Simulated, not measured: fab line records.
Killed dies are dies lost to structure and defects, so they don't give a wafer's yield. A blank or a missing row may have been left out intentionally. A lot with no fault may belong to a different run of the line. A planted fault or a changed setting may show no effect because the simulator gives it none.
Matching of chambers	flow n5-finfet	N5_BEOL_M9_ALD_74 on ald-metal-02 has 4 sister chambers
The step deposits TaN, target thk 2 nm, pulse time 2 s, purge time 3 s. 8 wafers are shown with their chamber, then 7 later ones without.

== WAFERS WITH THEIR CHAMBER ==
wafer	chamber	heater-power-w (W)	chamber-pressure-Torr (Torr)
L076.3	0	406	3.003
L078.2	2	477	2.997
L078.6	0	418	2.999
L087.1	1	421	2.992
L087.4	3	410	2.992
L087.5	1	416	2.991
L091.1	3	414	3.003
L091.3	2	468	3.001

== WAFERS WITHOUT THEIR CHAMBER ==
wafer	heater-power-w (W)	chamber-pressure-Torr (Torr)
L091.5	424	3.005
L092.1	420	2.993
L092.2	436	2.995
L092.6	418	3.006
L095.1	435	2.994
L095.2	484	2.999
L095.4	416	3.007

== WHICH CHAMBER EACH WENT THROUGH ==
wafer	from the rows above	in truth
L091.5	can't be placed: 0 or 3 or 1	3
L092.1	can't be placed: 1 or 3 or 0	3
L092.2	can't be placed: 1 or 3 or 0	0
L092.6	can't be placed: 0 or 3 or 1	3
L095.1	can't be placed: 1 or 3 or 0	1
L095.2	2	2
L095.4	can't be placed: 0 or 3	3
Correctly placed: 1 of 7. Can't be placed from these rows: 6 (the true chamber is among the candidates in 6). Wrongly placed: 0.
How it was worked out, from the rows above alone: a wafer's distance from a chamber is the root of the sum, over the readings, of the square of ((its reading less the chamber's mean) divided by the reading's scatter). If the next closest chamber is less than 2 further off than the closest, the wafer can't be placed; otherwise it belongs to the closest. For every chamber, the mean is computed from those of its wafers that are shown. The scatter: the root of (the sum of the squares of (reading less its chamber's mean) over the shown wafers, divided by (wafers less chambers)).
